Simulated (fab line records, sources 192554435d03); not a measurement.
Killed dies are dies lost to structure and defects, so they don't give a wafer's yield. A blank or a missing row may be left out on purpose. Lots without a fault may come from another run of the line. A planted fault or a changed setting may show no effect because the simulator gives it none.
fab line records | flow n5_finfet
record lots=5 wafers=15 last_day=18
route steps=1938 shown BEOL_M4@1099 BEOL_M5@1112 BEOL_M12@1637 PASSIVATION@1936
lots that met no fault: from a run of the same line without faults
start_h: hours from the record's first day to the start of the lot's first wafer shown | wait_h: hours since the lot's step before | " the same as in the row above | L1.1+2: a row that stands for several wafers | - no value, or no start given | * or withheld: withheld | < > ~ a bound
route shown NAME@n: a module of which the file shows steps, and the number in the route of the first | usual: mean/standard deviation of fault-free wafers | same: alike in all rows | chamber/n: place in a boat | sites: the reading at each site | _std_site: their standard deviation | _edge_site: outer sites' mean less inner sites' | radius_mm: how far each site lies from the wafer's centre | mask NAME#n: copy n | behind: the tool/chamber that last shaped the wafer | hold: why the lot was held/for how many hours/how that ended | device: the transistor (n, p or np) that didn't switch | end of line: the same wafers' tests at the end of the route | a step without rows: its recipe alone | killed: dies lost to structure and defects at the first sort, not the wafer's yield | map: a wafer's dies, x killed, . not, _ none there
set.NAME: the setting as run; set.NAME@STEP: as run at that earlier step | model.NAME: the simulator's own value behind a step, which no gauge read
lots at some steps of the route; a table a step, a row a wafer
services: from which hour (start_h, from the record's first day; less than 0 if before it) a tool's chamber was out of use, for how many hours, and why
## steps
# step N5_BEOL_M4_ANNEAL_95
# recipe temp_c=400 time_s=240 ambient=vacuum
# step N5_BEOL_M4_SPUTTER_96
# recipe material=Cu target_thk_a=45 temp_c=-20 chamber_pressure_pa=0.07 power_w=withheld time_s=8.29
# step N5_BEOL_M4_ECD_50
# recipe material=Cu target_thk_a=3000
# step N5_BEOL_M4_ANNEAL_51
# recipe temp_c=225 time_s=90 ambient=N2
# step N5_BEOL_M4_CMP_52
# recipe stop_on=SiOC t_overpolish_s=6.8 down_force_psi=1 platen_rpm=50 clearing_platen_down_force_psi=1.5 clearing_platen_rpm=50 post_cmp_clean=cu_alkaline target_thk_nm=40 clearing_platen_pad_velocity_m_s=0.99484 pad_velocity_m_s=0.99484
# step N5_BEOL_M4_PRE_CLEAN_60
# recipe gas=NH3/H2 time_s=15 temp_c=* rf_power_w=300
# step N5_BEOL_M4_CO_CAP_55
# recipe material=Co target_thk_a=20 temp_c=200 precursor=CCTBA/H2 pressure_torr=30 time_s=102.1
# step N5_BEOL_M4_PRE_CLEAN_56
# recipe gas=NH3 time_s=15 temp_c=withheld rf_power_w=300
# step N5_BEOL_M4_DEP_57
# recipe material=SiCN target_thk_a=80 temp_c=withheld precursor=3MS/NH3 pressure_torr=3 rf_w=202 time_s=14
# step N5_BEOL_M4_RC_MEAS_101
# usual DIBL_N=37.1/2.4 DIBL_P=37/3 IOFF_N=0.18/0.053 IOFF_P=0.21/0.05 ION_N=674/14 ION_P=459/9.2 SS_N=72.1/0.9 SS_P=73.4/0.89 VT_N=250/3.8 VT_P=-251/3.7
# columns lot.wafer tool chamber start_h wait_h DIBL_N[mV/V] DIBL_P[mV/V] IOFF_N[nA/um] IOFF_P[nA/um] ION_N[uA/um] ION_P[uA/um] SS_N[mV/dec] SS_P[mV/dec] VT_N[mV] VT_P[mV]
L459.2 prober-02 0 179.91 0.2 37.4 38 0.19 0.22 691 465 72.1 73.9 249 -254
L459.3 " 0 " " 37.5 37 0.17 0.20 665 455 72.8 73.7 253 -256
L459.6 " 0 " " 41.8 42 0.30 0.30 695 468 74.1 74.8 245 -249
L474.1 prober-01 0 276.96 0.0 36.5 37 0.18 0.23 691 472 71.4 73.7 243 -249
L474.2 " 0 " " 37.2 38 0.19 0.23 677 460 71.7 74.1 245 -249
L474.6 " 0 " " 36.2 36 0.16 0.22 686 469 71.5 73.2 249 -250
L476.1 prober-02 0 282.45 0.0 36.1 37 0.17 0.24 683 474 71.3 73.0 246 -247
L476.3 " 0 " " 35.6 33 0.14 0.18 670 452 71.2 72.0 253 -251
L476.6 " 0 " " 36.8 37 0.18 0.24 683 471 72.2 73.0 248 -247
L479.1 prober-02 0 288.09 0.0 35.7 35 0.16 0.18 667 453 72.1 73.4 251 -255
L479.4 " 0 " " 39.9 40 0.25 0.26 691 464 72.7 74.3 244 -248
L479.5 " 0 " " 35.7 35 0.15 0.18 661 449 71.8 73.0 254 -254
L482.3 prober-01 0 312.76 0.3 37.9 37 0.19 0.20 679 455 72.6 72.7 249 -251
L482.5 " 0 " " 39.7 39 0.22 0.23 686 462 73.2 72.7 248 -248
L482.6 " 0 " " 40.3 40 0.21 0.24 682 449 72.5 74.8 248 -252
# step N5_BEOL_M5_ILD_DEP_00
# recipe material=SiCOH_lowk target_thk_a=1406.4 temp_c=300 precursor=DEMS/porogen pressure_torr=5 rf_w=500 time_s=25.9
# step N5_BEOL_M5_CURE_79
# recipe temp_c=385 time_s=240 ambient=He/Ar material=SiCOH_lowk
# step N5_BEOL_M5_PECVD_70
# recipe material=SiO2 target_thk_a=160 temp_c=400 precursor=TEOS/O2 pressure_torr=5.5 rf_w=450 teos_flow_sccm=53.8 gas=O2 flow_sccm=3000 time_s=18
# step N5_BEOL_M5_HM_DEP_02
# recipe material=TiN target_thk_a=200 temp_c=25 chamber_pressure_pa=0.49996
# step N5_BEOL_M5_COAT_59
# recipe resist=SOC temp_c=250 time_s=60 spin_rpm=1500 resist_thk_nm=60
# step N5_BEOL_M5_COAT_60
# recipe resist=SiARC temp_c=220 time_s=60 spin_rpm=1500 resist_thk_nm=12
# step N5_BEOL_M5_COAT_71
# recipe resist=underlayer temp_c=205 time_s=60 spin_rpm=1500 resist_thk_nm=5
# step N5_BEOL_M5_COAT_05
# recipe resist=CAR-EUV spin_rpm=1500 resist_thk_nm=30
# step N5_BEOL_M5_EBR_07
# recipe solvent=PGMEA ebr_width_mm=1.5
# step N5_BEOL_M5_SOFTBAKE_06
# recipe temp_c=110 time_s=60 resist=CAR-EUV
# step N5_BEOL_M5_EXPOSE_08
# recipe mask_id=M5 na=0.33 source_shape=annular sigma_inner=0.4 sigma_outer=0.8 polarization=unpolarized target_cd_nm=28 dose_mj=35.75
# step N5_BEOL_M5_PEB_09
# recipe peb_temp_c=100 peb_time_s=60 resist=CAR-EUV
# step N5_BEOL_M5_DEVELOP_10
# recipe develop_time_s=30 developer=TMAH resist=CAR-EUV rinse_liquid=surfactant_rinse dry=air_spin dev_temp_c=23
# step N5_BEOL_M5_DESCUM_16
# recipe chemistry=O2 time_s=7 source_power_w=50 bias_power_w=20 pressure_mtorr=20 rf_frequency_hz=2.712e+07 temp_c=40 resist=CAR-EUV o2_flow_sccm=225
# step N5_BEOL_M5_ETCH_72
# recipe chemistry=N2/H2 target=underlayer target_depth_a=65 mask_material=CAR-EUV time_s=5.2 ion_energy_ev=200 pressure_mtorr=30 source_w=840 bias_w=150 n2_flow_sccm=200 h2_flow_sccm=200 ends=cleared
# step N5_BEOL_M5_ETCH_61
# recipe chemistry=CF4 target=SiARC target_depth_a=156 mask_material=CAR-EUV time_s=26 ion_energy_ev=80 pressure_mtorr=40 source_w=545 bias_w=36 Ar_flow_sccm=100 cf4_flow_sccm=100 ends=cleared
# step N5_BEOL_M5_ETCH_62
# recipe chemistry=N2/H2 target=SOC target_depth_a=750 overetch_a=150 mask_material=SiARC temp_c=40 time_s=112.5 ion_energy_ev=200 pressure_mtorr=30 source_w=840 bias_w=150 n2_flow_sccm=200 h2_flow_sccm=200
# step N5_BEOL_M5_STRIP_63
# recipe chemistry=N2/H2 temp_c=40 n2_flow_sccm=200 h2_flow_sccm=200 rf_frequency_hz=6e+07
# step N5_BEOL_M5_STRIP_73
# recipe chemistry=N2/H2 temp_c=40 n2_flow_sccm=200 h2_flow_sccm=200 rf_frequency_hz=6e+07
# step N5_BEOL_M5_STRIP_64
# recipe chemistry=CF4 resist=SiARC power_w=300 bias_power_w=75 pressure_mtorr=50 cf4_flow_sccm=150 rf_frequency_hz=6e+07
# step N5_BEOL_M5_HM_OPEN_17
# recipe chemistry=Cl2/BCl3 target_depth_a=200 overetch_a=60 target=TiN mask_material=SOC ion_energy_ev=150 pressure_mtorr=10 icp_w=1000 bias_w=126 Cl2_flow_sccm=53.25 bcl3_flow_sccm=21.75 Ar_flow_sccm=25
# step N5_BEOL_M5_STRIP_19
# recipe chemistry=O2 power_w=400 temp_c=40 pressure_mtorr=30 rf_frequency_hz=6e+07 bias_power_w=0 overash_fraction=0.2 o2_flow_sccm=225
# step N5_BEOL_M5_COAT_65
# recipe resist=SOC temp_c=250 time_s=60 spin_rpm=1500 resist_thk_nm=60
# step N5_BEOL_M5_COAT_66
# recipe resist=SiARC temp_c=220 time_s=60 spin_rpm=1500 resist_thk_nm=12
# step N5_BEOL_M12_ETCH_68
# recipe chemistry=N2/H2 target=SOC mask_material=SiARC source_w=3000 bias_w=350 temp_c=40 time_s=285 ion_energy_ev=200 pressure_mtorr=30 n2_flow_sccm=200 h2_flow_sccm=200
# usual bias_w=350.0/1 chamber_pressure_mTorr=30.00/0.03 drypump_motor_current_A=5.6/0.55 oes_product_au=0.82/0.073 rf_vpp_V=524.0/2.5 showerhead_plenum_p_Torr=2.55/0.08 throttle_valve_pct=17.61/0.25
# columns lot.wafer tool chamber start_h wait_h bias_w chamber_pressure_mTorr drypump_motor_current_A oes_product_au rf_hours_counter_h rf_vpp_V showerhead_plenum_p_Torr throttle_valve_pct model.coat_of_BEOL_M12_COAT_22.thk_nm model.SiARC_of_BEOL_M12_COAT_66.thk_nm
L459.2 rie_diel-05 3 253.64 0.1 351.0 29.98 5.7 0.88 36 522.0 2.49 17.96 0 86.4
L459.3 " 1 " " 349.6 29.99 5.4 0.98 6 522.7 2.49 17.42 0 85.6
L459.6 " 2 " " 351.6 30.00 6.5 0.86 - 529.1 2.69 17.68 0 86.4
L479.1 rie_diel-05 2 354.39 0.1 - - - - - - - - 212.2 110.4
L479.4 " 3 " " - - - - - - - - 212.4 110.2
L479.5 " 2 " " - - - - - - - - 212.2 110.4
L476.1 rie_diel-06 2 354.78 0.1 - - - - - - - - 211.8 110
L476.3 " 0 " " - - - - - - - - 212.2 109.8
L476.6 " 2 " " - - - - - - - - 211.8 110
L474.1 rie_diel-05 0 355.05 0.1 - - - - - - - - 212 110.4
L474.2 " 2 " " - - - - - - - - 213 110.4
L474.6 " 1 " " - - - - - - - - 212.6 110
L482.3 rie_diel-06 0 384.50 0.1 347.7 30.02 4.8 0.79 123 523.0 2.47 17.99 0 85.6
L482.5 " 2 " " 350.4 30.00 6.4 0.81 - 528.8 2.66 17.54 0 85.4
L482.6 " 1 " " 350.1 30.00 5.5 0.82 - 524.7 2.55 17.46 0 86.8
# step N5_PASSIVATION_PROBE_49
# usual defect_limited_yield=91.6/1.4 killed_at_M0_to_M3=32/9.5 killed_at_M4_up=13/6 killed_at_contacts=12/5.6 killed_at_front_end=39/11 killed_at_other=2.8/2.3 killed_dies=99/16 killed_on_rim=12/3.4 killed_open=65/12 killed_short=32/7.6 sort_bin_4_leakage=0.1/0.88 sort_bin_5_function=4.8/0.88 sort_bin_6_memory=3.2/0.65 sort_n_pass=1077/29 sort_yield_pct=91.2/2.5
# same gross_dies=1180 killed_at_back_side=0 sort_bin_8_speed[%]=0
# columns lot.wafer tool chamber start_h wait_h defect_limited_yield[%] killed_at_M0_to_M3 killed_at_M4_up killed_at_contacts killed_at_front_end killed_at_other killed_dies killed_on_rim killed_open killed_short sort_bin_4_leakage[%] sort_bin_5_function[%] sort_bin_6_memory[%] sort_n_pass sort_yield_pct[%]
L479.1 prober-01 - 394.93 0.0 0 19 1098 9 53 1 1180 152 64 28 0 97.2 2.6 0 0
L479.4 prober-01 - 395.08 0.2 0 26 1088 9 55 2 1180 152 67 39 0 95.8 3.7 0 0
L479.5 prober-01 - 395.13 0.2 0 46 1080 5 44 5 1180 152 73 37 0 95.7 4.0 0 0
L476.1 prober-02 - 397.30 0.6 0 35 1097 12 35 1 1180 152 52 30 0 97.1 2.7 0 0
L476.3 prober-02 - 397.40 0.7 0 44 1091 13 32 0 1180 152 69 30 0 95.9 3.7 0 0
L476.6 prober-02 - 397.55 0.9 0 30 1101 8 40 1 1180 152 52 35 0 97.1 2.3 0 0
L474.1 prober-02 - 398.53 0.0 0 33 1106 6 35 0 1180 152 48 30 0 96.9 2.5 0 0
L474.2 prober-02 - 398.58 0.1 0 38 1093 16 33 0 1180 152 59 32 0 96.8 2.9 0 0
L474.6 prober-02 - 398.78 0.3 0 47 1114 3 15 1 1180 152 47 24 0 97.3 2.5 0 0
# killed by level:class
L479.1 BEOL_M12:area_etch=1087 FIN_SAQP:geometric_particle:open=15 STI_FIN_REVEAL:geometric_particle:open=7 BEOL_M1:geometric_particle:open=7 MOL_CONTACT_COAG:geometric_particle:open=7 FIN_SAQP:geometric_particle:short=6 STARTING-WAFER:geometric_particle:short=6 BEOL_M3:geometric_particle:open=5
L479.4 BEOL_M12:area_etch=1074 STI_FIN_REVEAL:geometric_particle:open=14 FIN_SAQP:geometric_particle:open=8 DUMMY_GATE:geometric_particle:open=8 FIN_SAQP:geometric_particle:short=7 MOL_CONTACT_COAG:geometric_particle:open=7 BEOL_M1:geometric_particle:short=6 GATE_CUT:geometric_particle:short=6
L479.5 BEOL_M12:area_etch=1070 BEOL_M1:geometric_particle:open=14 FIN_SAQP:geometric_particle:open=12 BEOL_M3:geometric_particle:open=9 DUMMY_GATE:geometric_particle:open=8 BEOL_M2:geometric_particle:open=6 STI_FIN_REVEAL:geometric_particle:open=5 GATE_CUT:geometric_particle:short=5
L476.1 BEOL_M12:area_etch=1095 BEOL_M2:geometric_particle:open=10 MOL_CONTACT_COAG:geometric_particle:open=8 FIN_SAQP:geometric_particle:short=7 BEOL_M0_SAQP:geometric_particle:open=7 BEOL_M1:geometric_particle:open=7 GATE_CUT:geometric_particle:short=6 DUMMY_GATE:geometric_particle:open=5
L476.3 BEOL_M12:area_etch=1079 BEOL_M0_SAQP:geometric_particle:open=13 MOL_CONTACT_COAG:geometric_particle:open=11 BEOL_M2:geometric_particle:open=9 FIN_SAQP:geometric_particle:short=7 BEOL_M0_SAQP:geometric_particle:short=7 BEOL_M1:geometric_particle:open=7 FIN_SAQP:geometric_particle:open=5
L476.6 BEOL_M12:area_etch=1090 FIN_SAQP:geometric_particle:open=12 BEOL_M2:geometric_particle:open=10 FIN_SAQP:geometric_particle:short=8 BEOL_M0_SAQP:geometric_particle:short=7 STI_FIN_REVEAL:geometric_particle:open=6 MOL_CONTACT_COAG:geometric_particle:open=5 BEOL_M0_SAQP:geometric_particle:open=4
L474.1 BEOL_M12:area_etch=1102 STI_FIN_REVEAL:geometric_particle:open=9 BEOL_M3:geometric_particle:open=8 BEOL_M0_SAQP:geometric_particle:open=7 BEOL_M2:geometric_particle:open=7 FIN_SAQP:geometric_particle:short=6 BEOL_M0_SAQP:geometric_particle:short=6 GATE_CUT:geometric_particle:short=5
L474.2 BEOL_M12:area_etch=1089 MOL_CONTACT_COAG:geometric_particle:open=15 BEOL_M0_SAQP:geometric_particle:short=10 FIN_SAQP:geometric_particle:short=8 BEOL_M0_SAQP:geometric_particle:open=7 BEOL_M1:geometric_particle:open=7 STI_FIN_REVEAL:geometric_particle:open=6 FIN_SAQP:geometric_particle:open=5
L474.6 BEOL_M12:area_etch=1109 BEOL_M0_SAQP:geometric_particle:short=11 BEOL_M3:geometric_particle:open=10 BEOL_M1:geometric_particle:open=9 BEOL_M2:geometric_particle:open=8 STARTING-WAFER:geometric_particle:short=4 STI_FIN_REVEAL:geometric_particle:open=3 MOL_CONTACT_COAG:geometric_particle:open=3
# map L474.1 (x killed, . not)
_________________xxxxxxxxxxxx________________
______________xxxxxxxxxxxxxxxxxx_____________
___________xxxxxxxxxxxxxxxxxxxxxxxx__________
__________xxxxxxxxxxxxxxxxxxxxxxxxxx_________
________xxxxxxxxxxxxxxxxxxxxxxxxxxxxxx_______
_______xxxxxxxxxxxxxxxxxxxxxxxxxxxxxxxx______
______xxxxxxxxxxxxxxxxxxxxxxxxxxxxxxxxxx_____
_____xxxxxxxxxxxxxxxxxxxxxxxxxxxxxxxxxxxx____
____xxxxxxxxxxxxxxxxxxxxxxxxxxxxxxxxxxxxxx___
___xxxxxxxxxxxxxxxxxxxxxxxxxxxxxxxxxxxxxxxx__
___xxxxxxxxxxxxxxxxxxxxxxxxxxxxxxxxxxxxxxxx__
__xxxxxxxxxxxxxxxxxxxxxxxxxxxxxxxxxxxxxxxxxx_
__xxxxxxxxxxxxxxxxxxxxxxxxxxxxxxxxxxxxxxxxxx_
_xxxxxxxxxxxxxxxxxxxxxxxxxxxxxxxxxxxxxxxxxxxx
_xxxxxxxxxxxxxxxxxxxxxxxxxxxxxxxxxxxxxxxxxxxx
_xxxxxxxxxxxxxxxxxxxxxxxxxxxxxxxxxxxxxxxxxxxx
_xxxxxxxxxxxxxxxxxxxxxxxxxxxxxxxxxxxxxxxxxxxx
_xxxxxxxxxxxxxxxxxxxxxxxxxxxxxxxxxxxxxxxxxxxx
_xxxxxxxxxxxxxxxxxxxxxxxxxxxxxxxxxxxxxxxxxxxx
_xxxxxxxxxxxxxxxxxxxxxxxxxxxxxxxxxxxxxxxxxxxx
_xxxxxxxxxxxxxxxxxxxxxxxxxxxxxxxxxxxxxxxxxxxx
__xxxxxxxxxxxxxxxxxxxxxxxxxxxxxxxxxxxxxxxxxx_
__xxxxxxxxxxxxxxxxxxxxxxxxxxxxxxxxxxxxxxxxxx_
___xxxxxxxxxxxxxxxxxxxxxxxxxxxxxxxxxxxxxxxx__
___xxxxxxxxxxxxxxxxxxxxxxxxxxxxxxxxxxxxxxxx__
____xxxxxxxxxxxxxxxxxxxxxxxxxxxxxxxxxxxxxx___
_____xxxxxxxxxxxxxxxxxxxxxxxxxxxxxxxxxxxx____
______xxxxxxxxxxxxxxxxxxxxxxxxxxxxxxxxxx_____
_______xxxxxxxxxxxxxxxxxxxxxxxxxxxxxxxx______
________xxxxxxxxxxxxxxxxxxxxxxxxxxxxxx_______
__________xxxxxxxxxxxxxxxxxxxxxxxxxx_________
___________xxxxxxxxxxxxxxxxxxxxxxxx__________
______________xxxxxxxxxxxxxxxxxx_____________
_________________xxxxxxxxxxxx________________
# map L476.1 (x killed, . not)
_________________xxxxxxxxxxxx________________
______________xxxxxxxxxxxxxxxxxx_____________
___________xxxxxxxxxxxxxxxxxxxxxxxx__________
__________xxxxxxxxxxxxxxxxxxxxxxxxxx_________
________xxxxxxxxxxxxxxxxxxxxxxxxxxxxxx_______
_______xxxxxxxxxxxxxxxxxxxxxxxxxxxxxxxx______
______xxxxxxxxxxxxxxxxxxxxxxxxxxxxxxxxxx_____
_____xxxxxxxxxxxxxxxxxxxxxxxxxxxxxxxxxxxx____
____xxxxxxxxxxxxxxxxxxxxxxxxxxxxxxxxxxxxxx___
___xxxxxxxxxxxxxxxxxxxxxxxxxxxxxxxxxxxxxxxx__
___xxxxxxxxxxxxxxxxxxxxxxxxxxxxxxxxxxxxxxxx__
__xxxxxxxxxxxxxxxxxxxxxxxxxxxxxxxxxxxxxxxxxx_
__xxxxxxxxxxxxxxxxxxxxxxxxxxxxxxxxxxxxxxxxxx_
_xxxxxxxxxxxxxxxxxxxxxxxxxxxxxxxxxxxxxxxxxxxx
_xxxxxxxxxxxxxxxxxxxxxxxxxxxxxxxxxxxxxxxxxxxx
_xxxxxxxxxxxxxxxxxxxxxxxxxxxxxxxxxxxxxxxxxxxx
_xxxxxxxxxxxxxxxxxxxxxxxxxxxxxxxxxxxxxxxxxxxx
_xxxxxxxxxxxxxxxxxxxxxxxxxxxxxxxxxxxxxxxxxxxx
_xxxxxxxxxxxxxxxxxxxxxxxxxxxxxxxxxxxxxxxxxxxx
_xxxxxxxxxxxxxxxxxxxxxxxxxxxxxxxxxxxxxxxxxxxx
_xxxxxxxxxxxxxxxxxxxxxxxxxxxxxxxxxxxxxxxxxxxx
__xxxxxxxxxxxxxxxxxxxxxxxxxxxxxxxxxxxxxxxxxx_
__xxxxxxxxxxxxxxxxxxxxxxxxxxxxxxxxxxxxxxxxxx_
___xxxxxxxxxxxxxxxxxxxxxxxxxxxxxxxxxxxxxxxx__
___xxxxxxxxxxxxxxxxxxxxxxxxxxxxxxxxxxxxxxxx__
____xxxxxxxxxxxxxxxxxxxxxxxxxxxxxxxxxxxxxx___
_____xxxxxxxxxxxxxxxxxxxxxxxxxxxxxxxxxxxx____
______xxxxxxxxxxxxxxxxxxxxxxxxxxxxxxxxxx_____
_______xxxxxxxxxxxxxxxxxxxxxxxxxxxxxxxx______
________xxxxxxxxxxxxxxxxxxxxxxxxxxxxxx_______
__________xxxxxxxxxxxxxxxxxxxxxxxxxx_________
___________xxxxxxxxxxxxxxxxxxxxxxxx__________
______________xxxxxxxxxxxxxxxxxx_____________
_________________xxxxxxxxxxxx________________
## services
# columns tool chamber start_h hours kind
rie_diel-05 0 231.06 1.6 repair
rie_diel-06 - 236.71 0.9 repair
rie_diel-06 0 252.51 12.0 repair
rie_diel-05 0 291.72 5.4 repair
rie_diel-06 0 295.00 3.9 repair
rie_diel-06 2 319.55 5.6 repair
rie_diel-05 0 340.89 8.1 repair
## key
first_sign step=N5_BEOL_M12_ETCH_68 reading=tool_record direction=missing
effect step=N5_PASSIVATION_PROBE_49 reading=killed_at_M4_up direction=up sigmas=99+ usual=13 struck=1096
model_effect step=N5_BEOL_M12_ETCH_68 value=coat_of_BEOL_M12_COAT_22.thk_nm without=0 struck=212.2
more_kills_born_at N5_BEOL_M12_ETCH_68@rie_diel-05=6531 N5_BEOL_M12_ETCH_68@rie_diel-06=3264
met_at N5_BEOL_M12_ETCH_68
struck_wafers L474.1,L474.2,L474.6,L476.1,L476.3,L476.6,L479.1,L479.4,L479.5
later_rows_left_out L474.1,L474.2,L474.6,L476.1,L476.3,L476.6,L479.1,L479.4,L479.5
onset_between 253.64 354.39
fault kind=skipped_step_whole tool=rie_diel-05,rie_diel-06 chamber=- onset_h=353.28 steps=N5_BEOL_M12_ETCH_68 scope=struck_lots_only
# later_rows_left_out: the simulator's readings of these wafers behind a module that went badly wrong aren't trusted and aren't shown, but for the sort
